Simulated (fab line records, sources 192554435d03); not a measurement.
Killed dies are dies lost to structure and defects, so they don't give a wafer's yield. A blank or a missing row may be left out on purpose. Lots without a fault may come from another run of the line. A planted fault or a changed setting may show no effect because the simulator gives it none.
Which tool did it? | flow n5_finfet | 9 lots, 27 wafers sampled, at 5 steps of a route of 1938

WHAT THE GAUGES READ, wafer by wafer
N5_BEOL_M4_RC_MEAS_101. Usual: DIBL_N 36.2 mV/V, standard deviation 1.7; DIBL_P 36.6 mV/V, standard deviation 1.9; IOFF_N 0.16 nA/um, standard deviation 0.032; IOFF_P 0.21 nA/um, standard deviation 0.037; ION_N 675 uA/um, standard deviation 12; ION_P 460 uA/um, standard deviation 8.1; SS_N 71.4 mV/dec, standard deviation 0.58; SS_P 73.4 mV/dec, standard deviation 0.64; VT_N 249 mV, standard deviation 3.2; VT_P -252 mV, standard deviation 3.4.
lot  | measured     | on        | DIBL_N (mV/V)  | DIBL_P (mV/V)  | IOFF_N (nA/um) | IOFF_P (nA/um) | ION_N (uA/um) | ION_P (uA/um) | SS_N (mV/dec)  | SS_P (mV/dec)  | VT_N (mV)   | VT_P (mV)      | flag
L554 | day 8 01:22  | prober-02 | 36.7 36.4 33.9 | 37.2 37.7 34.4 | 0.17 0.16 0.13 | 0.23 0.23 0.18 | 665 687 668   | 465 468 465   | 71.8 72.2 71.1 | 73.2 73.8 72.9 | 250 250 252 | -248 -247 -250 |
L556 | day 8 15:17  | prober-02 | 38.1 34.9 36.7 | 38.5 35.8 37.3 | 0.19 0.14 0.17 | 0.23 0.19 0.21 | 682 657 676   | 462 450 462   | 72.5 71.9 71.4 | 73.5 72.8 73.5 | 248 253 250 | -250 -253 -253 |
L558 | day 9 02:31  | prober-02 | 37.4 34.8 35.5 | 38.4 34.5 35.5 | 0.18 0.13 0.15 | 0.23 0.16 0.18 | 679 674 671   | 467 461 458   | 71.6 70.8 70.8 | 74.6 73.0 73.6 | 249 251 251 | -246 -251 -253 |
L561 | day 9 11:06  | prober-01 | 39.4 39.1 38.0 | 39.6 39.7 38.2 | 0.27 0.25 0.23 | 0.30 0.30 0.27 | 700 697 697   | 471 473 471   | 72.8 71.7 71.8 | 74.4 74.9 73.8 | 242 241 242 | -245 -244 -250 |
L567 | day 11 07:01 | prober-02 | 38.6 34.5 37.6 | 41.4 36.3 40.2 | 0.21 0.13 0.18 | 0.26 0.18 0.23 | 679 668 681   | 467 460 464   | 72.2 71.0 71.9 | 74.4 72.3 73.9 | 246 253 247 | -249 -252 -254 |
L568 | day 11 09:05 | prober-01 | 35.3 33.8 33.4 | 37.0 34.9 34.9 | 0.17 0.14 0.13 | 0.18 0.15 0.15 | 685 671 654   | 454 444 442   | 71.2 71.3 70.9 | 73.0 73.1 72.6 | 249 250 250 | -258 -260 -259 |
L569 | day 12 01:31 | prober-01 | 35.6 37.8 35.9 | 36.4 38.3 36.5 | 0.15 0.20 0.15 | 0.20 0.23 0.21 | 665 670 678   | 455 455 462   | 71.0 72.0 71.7 | 73.4 73.8 73.6 | 251 246 251 | -249 -251 -252 |
L573 | day 12 22:44 | prober-02 | 36.8 36.7 37.9 | 36.1 35.8 37.3 | 0.13 0.15 0.15 | 0.19 0.18 0.20 | 656 683 671   | 448 457 461   | 71.4 71.7 71.1 | 72.4 72.7 73.7 | 253 252 250 | -255 -256 -252 |
L574 | day 13 02:18 | prober-02 | 36.0 37.7 37.8 | 35.2 37.2 37.0 | 0.16 0.18 0.19 | 0.22 0.24 0.25 | 677 697 692   | 469 471 472   | 70.8 71.9 71.6 | 73.1 73.8 73.7 | 249 247 248 | -249 -246 -247 |

WHICH TOOL RAN EACH LOT (tool, then ch and the chambers of the sampled wafers, then the start)
lot  | N5_BEOL_M0_SAQP_ETCH_107          | N5_BEOL_M0_SAQP_RECESS_109         | N5_BEOL_M0_CUTY_COAT_50           | N5_BEOL_M0_CUTY_ETCH_62
L554 | rie_diel-01 ch 0,2,3, day 5 22:12 | vapor_etch-01 ch 0,1, day 5 22:18  | litho_track-05 ch 0, day 6 01:24  | rie_diel-05 ch 2,3, day 6 01:52
L556 | rie_diel-03 ch 0,1,3, day 6 10:33 | vapor_etch-01 ch 0,1, day 6 10:39  | litho_track-02 ch 0, day 6 12:55  | rie_diel-05 ch 0,3, day 6 13:24
L558 | rie_diel-01 ch 1,3, day 6 19:29   | vapor_etch-02 ch 0,1, day 6 19:37  | litho_track-04 ch 0, day 6 21:52  | rie_diel-06 ch 0,2,3, day 6 22:29
L561 | rie_diel-01 ch 0,3, day 7 13:28   | vapor_etch-01 ch 0,1, day 7 13:34  | litho_track-05 ch 0, day 7 15:51  | rie_diel-04 ch 0,1,3, day 7 16:12
L567 | rie_diel-01 ch 1,2,3, day 9 10:36 | vapor_etch-01 ch 0,1, day 9 10:44  | litho_track-04 ch 0, day 9 13:26  | rie_diel-05 ch 0,3, day 9 13:46
L568 | rie_diel-01 ch 0,3, day 9 14:42   | vapor_etch-02 ch 0,1, day 9 14:48  | litho_track-05 ch 0, day 9 17:13  | rie_diel-06 ch 0,2, day 9 17:41
L569 | rie_diel-01 ch 1,2, day 9 20:06   | vapor_etch-02 ch 0,1, day 9 20:12  | litho_track-05 ch 0, day 9 22:34  | rie_diel-06 ch 0,2, day 9 23:02
L573 | rie_diel-03 ch 0,1, day 10 19:17  | vapor_etch-02 ch 0,1, day 10 19:23 | litho_track-04 ch 0, day 10 22:35 | rie_diel-04 ch 0,2, day 10 23:04
L574 | rie_diel-02 ch 1,3, day 11 00:28  | vapor_etch-02 ch 0,1, day 11 00:34 | litho_track-02 ch 0, day 11 04:24 | rie_diel-05 ch 0,1,2, day 11 04:52
- N5_BEOL_M0_SAQP_ETCH_107: etches SiNx in CH3F/O2, target depth 30 nm.
- N5_BEOL_M0_SAQP_RECESS_109: chemistry HF/NH3, target SiO2, target depth 3 nm, afs cycles 1, sublimation time 60 s.
- N5_BEOL_M0_CUTY_COAT_50: time 60 s, resist thk 15 nm.
- N5_BEOL_M0_CUTY_ETCH_62: etches SiARC in CF4, time 58.5 s.

WHAT THE TOOLS THEMSELVES READ (means of the sampled wafers that have a number; where no wafer has one, the mark that the record gives instead)
N5_BEOL_M0_SAQP_ETCH_107. Usual: O2_flow_sccm 20.01 sccm, standard deviation 0.055; bias_w 73.03 W, standard deviation 0.22; drypump_motor_current_A 5.9 A, standard deviation 0.49; oes_product_au 0.78 a.u., standard deviation 0.089; rf_vpp_V 296 V, standard deviation 7.4; showerhead_plenum_p_Torr 2.04 Torr, standard deviation 0.054; throttle_valve_pct 16.32 %, standard deviation 0.18.
lot  | tool        | O2_flow_sccm (sccm) | bias_w (W) | drypump_motor_current_A (A) | oes_product_au (a.u.) | rf_vpp_V (V) | showerhead_plenum_p_Torr (Torr) | throttle_valve_pct (%) | flag
L554 | rie_diel-01 | 19.99               | 72.94      | 5.9                         | 0.82                  | 303          | 2.03                            | 16.20                  |
L556 | rie_diel-03 | 20.02               | 72.85      | 6.3                         | 0.75                  | 297          | 2.07                            | 16.46                  |
L558 | rie_diel-01 | 20.05               | 72.80      | 6.2                         | 0.79                  | 301          | 2.04                            | 16.28                  |
L561 | rie_diel-01 | 20.02               | 73.22      | 6.0                         | 0.87                  | 297          | 2.02                            | 16.29                  |
L567 | rie_diel-01 | 19.98               | 72.95      | 6.0                         | 0.77                  | 305          | 2.06                            | 16.22                  |
L568 | rie_diel-01 | 19.97               | 73.19      | 6.0                         | 0.84                  | 298          | 2.01                            | 16.31                  |
L569 | rie_diel-01 | 19.99               | 72.99      | 5.8                         | 0.81                  | 308          | 2.10                            | 16.18                  |
L573 | rie_diel-03 | 19.97               | 73.10      | 6.5                         | 0.73                  | 292          | 2.04                            | 16.52                  |
L574 | rie_diel-02 | 20.04               | 72.97      | 5.7                         | 0.80                  | 293          | 2.04                            | 16.11                  |

N5_BEOL_M0_SAQP_RECESS_109. Usual: drypump_motor_current_A 5.94 A, standard deviation 0.14.
lot  | tool          | drypump_motor_current_A (A) | flag
L554 | vapor_etch-01 | 6.06                        |
L556 | vapor_etch-01 | 5.99                        |
L558 | vapor_etch-02 | 5.84                        |
L561 | vapor_etch-01 | 5.99                        |
L567 | vapor_etch-01 | 6.00                        |
L568 | vapor_etch-02 | 5.91                        |
L569 | vapor_etch-02 | 5.83                        |
L573 | vapor_etch-02 | 5.90                        |
L574 | vapor_etch-02 | 5.84                        |

N5_BEOL_M0_CUTY_COAT_50. Usual: resist_line_temp_C 23.01 C, standard deviation 0.11; spin_speed_rpm 1500.1 rpm, standard deviation 0.93.
lot  | tool           | resist_line_temp_C (C) | spin_speed_rpm (rpm) | flag
L554 | litho_track-05 | 23.03                  | 1500.5               |
L556 | litho_track-02 | 22.97                  | 1500.7               |
L558 | litho_track-04 | 22.96                  | 1501.0               |
L561 | litho_track-05 | 23.06                  | 1500.0               |
L567 | litho_track-04 | 22.96                  | 1501.1               |
L568 | litho_track-05 | 23.15                  | 1646.9               | OFF
L569 | litho_track-05 | 23.02                  | 1646.8               | OFF
L573 | litho_track-04 | 23.08                  | 1499.5               |
L574 | litho_track-02 | 23.03                  | 1500.0               |

N5_BEOL_M0_CUTY_ETCH_62. Usual: bias_w 35.99 W, standard deviation 0.11; drypump_motor_current_A 5.5 A, standard deviation 0.5; etch_rf_on_time_s 58.6 s, standard deviation 1.6; oes_product_au 0.67 a.u., standard deviation 0.068; rf_vpp_V 184.1 V, standard deviation 1.4; showerhead_plenum_p_Torr 2.14 Torr, standard deviation 0.082; throttle_valve_pct 15.65 %, standard deviation 0.21.
lot  | tool        | bias_w (W) | drypump_motor_current_A (A) | etch_rf_on_time_s (s) | oes_product_au (a.u.) | rf_vpp_V (V) | showerhead_plenum_p_Torr (Torr) | throttle_valve_pct (%) | flag
L554 | rie_diel-05 | 36.06      | 6.0                         | 60.6                  | 0.64                  | 183.5        | 2.11                            | 15.55                  |
L556 | rie_diel-05 | 36.03      | 6.2                         | 58.8                  | 0.62                  | 184.1        | 2.11                            | 15.79                  |
L558 | rie_diel-06 | 36.01      | 5.0                         | 58.7                  | 0.62                  | 184.0        | 2.07                            | 15.75                  |
L561 | rie_diel-04 | 35.95      | 5.6                         | 59.3                  | 0.63                  | 184.1        | 2.13                            | 15.60                  |
L567 | rie_diel-05 | 35.92      | 6.0                         | 58.1                  | 0.62                  | 183.7        | 2.18                            | 15.90                  |
L568 | rie_diel-06 | 35.89      | 5.1                         | 57.8                  | 0.62                  | 183.6        | 2.10                            | 15.76                  |
L569 | rie_diel-06 | 36.08      | 5.1                         | 57.7                  | 0.63                  | 183.4        | 2.10                            | 15.77                  |
L573 | rie_diel-04 | 35.99      | 6.1                         | 58.7                  | 0.66                  | 183.3        | 2.12                            | 15.76                  |
L574 | rie_diel-05 | 36.08      | 5.5                         | 58.9                  | 0.69                  | 185.0        | 2.19                            | 15.62                  |

THE ANSWER, worked out from the rows above alone
Rule: a lot is off if the mean of its wafers that have a number lies more than 3 standard deviations from the usual mean. A lot without any number at a reading at which 4 lots or more have one is off too. The other lots that the step has rows for count as sound. The gauges are gone through in route order, then the tools' own readings, and for those a lot's mean is taken as printed above. The first step at which some lot is off is used, and at that step the reading that is off furthest; a lot without a number counts as furthest.
Off: L568, L569, at N5_BEOL_M0_CUTY_COAT_50 (spin_speed_rpm).
A tool fits if, at that step or a process step before it, it ran every lot that is off, and no sound lot after the first of them. Can't be told from this: 2 tools fit, rie_diel-01 at N5_BEOL_M0_SAQP_ETCH_107, litho_track-05 at N5_BEOL_M0_CUTY_COAT_50.

WHAT THE SIMULATOR HAD PUT IN
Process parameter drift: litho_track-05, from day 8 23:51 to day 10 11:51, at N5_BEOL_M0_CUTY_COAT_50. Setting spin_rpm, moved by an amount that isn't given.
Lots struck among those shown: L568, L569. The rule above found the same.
